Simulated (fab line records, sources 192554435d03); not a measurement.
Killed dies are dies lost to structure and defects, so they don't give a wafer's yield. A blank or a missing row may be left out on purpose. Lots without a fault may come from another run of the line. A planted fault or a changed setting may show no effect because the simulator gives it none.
Split-lot experiment | flow n5_finfet | 7 lots, 21 wafers read, on a route of 1938 steps

THE SPLIT
At N5_BEOL_M8_ILD_DEP_00 (deposits SiCOH lowk from DEMS/porogen, target thk 179.75 nm, time 33.4 s), the setting time_s was moved away from the recipe's 33.4 s on 3 of the 21 wafers read, by -12.0% to +9.2%. The other wafers ran this setting at the recipe's value.

FROM THE SPLIT TO THE READING: what the file shows between them, 1 step
- N5_BEOL_M8_CURE_74: cures SiCOH lowk, time 240 s

THE READING
M8_ILD_THK, in nm, at N5_BEOL_M8_THK_MEAS_01. Fault-free wafers of this fab line usually give 155.2 nm, standard deviation 2.6 nm.

wafer  | tool, chamber at the split | time_s as run, s | against the recipe | M8_ILD_THK, nm | against lot-mates on the recipe
L082.1 | pecvd-03, 2                | 29.39            | -12.0%             | 133.7          | -20.6
L082.2 | pecvd-03, 1                | 33.4             | recipe             | 152.5          | -
L082.6 | pecvd-03, 0                | 33.4             | recipe             | 156.0          | -
L083.1 | pecvd-01, 2                | 29.76            | -10.9%             | 136.1          | -20.2
L083.4 | pecvd-01, 0                | 33.4             | recipe             | 158.3          | -
L083.6 | pecvd-01, 2                | 33.4             | recipe             | 154.3          | -
L087.1 | pecvd-01, 0                | 33.4             | recipe             | 157.0          | -
L087.4 | pecvd-01, 0                | 33.4             | recipe             | 157.5          | -
L087.6 | pecvd-01, 2                | 33.4             | recipe             | 154.4          | -
L090.2 | pecvd-03, 2                | 33.4             | recipe             | 156.6          | -
L090.3 | pecvd-03, 1                | 33.4             | recipe             | 155.2          | -
L090.5 | pecvd-03, 0                | 33.4             | recipe             | 160.0          | -
L092.1 | pecvd-03, 1                | 33.4             | recipe             | 154.7          | -
L092.3 | pecvd-03, 2                | 33.4             | recipe             | 156.4          | -
L092.5 | pecvd-03, 0                | 33.4             | recipe             | 159.6          | -
L093.3 | pecvd-03, 2                | 36.48            | +9.2%              | 168.3          | +12.4
L093.4 | pecvd-03, 0                | 33.4             | recipe             | 156.3          | -
L093.6 | pecvd-03, 1                | 33.4             | recipe             | 155.5          | -
L094.1 | pecvd-04, 0                | 33.4             | recipe             | 153.3          | -
L094.5 | pecvd-04, 2                | 33.4             | recipe             | 159.8          | -
L094.6 | pecvd-04, 1                | 33.4             | recipe             | 157.4          | -

THE FIT
A straight line over all 21 wafers: M8_ILD_THK changes by +1.72 nm for each +1% of time_s; r = +0.95; the points scatter about the line by 2.3 nm.
The same after taking each lot's own level away (the mean of its wafers on the recipe; 21 wafers): +1.66 nm for each +1%; r = +0.96; scatter 2 nm.
On that fit, the largest move of time_s shifts the reading by 20 nm.
The lots' own levels span 154.25 to 157.27 nm, that is 1.2 times the standard deviation above.
So the lot-to-lot level changes the slope little: the two slopes agree.
Check: with one of the wafers moved furthest among these (-12.0%) left out of the fit, the line predicts -19.9 nm for it against its lot-mates. It came out at -20.6 nm against them.

OTHER SPLITS ON THESE WAFERS
These wafers also went through other splits before the reading. Each is held against what the fit with the lots' levels taken away leaves over:
other split on the same wafers | wafers away from the commonest value | r with M8_ILD_THK (lot level and that fit taken away)
N5_BEOL_M2_VIA_ETCH_34 time_s  | 11                                   | +0.13
N5_BEOL_M5_COAT_65 spin_rpm    | 9                                    | -0.26
N5_BEOL_M5_COAT_22 spin_rpm    | 7                                    | -0.05
N5_BEOL_M5_ETCH_41 source_w    | 8                                    | +0.05

THE WHOLE CHAIN: every reading that the file lists as answering this split, in the file's order
step                   | what it does                                                             | reading                                                                                  | change (the file's fit)              | r (the file's)
N5_BEOL_M8_ILD_DEP_00  | deposits SiCOH lowk from DEMS/porogen, target thk 179.75 nm, time 33.4 s | SiCOH_lowk_of_BEOL_M8_ILD_DEP_00.thk_nm (the simulator's own value, which no gauge read) | +1.92 nm for each +1% of the setting | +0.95
N5_BEOL_M8_CURE_74     | cures SiCOH lowk, time 240 s                                             | SiCOH_lowk_of_BEOL_M8_ILD_DEP_00.thk_nm (the simulator's own value, which no gauge read) | +1.67 nm for each +1% of the setting | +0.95
N5_BEOL_M8_THK_MEAS_01 |                                                                          | M8_ILD_THK                                                                               | +1.67 for each +1% of the setting    | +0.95

THE FILE'S OWN FIT
M8_ILD_THK changes by +1.67 nm for each +1% of time_s, r = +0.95.
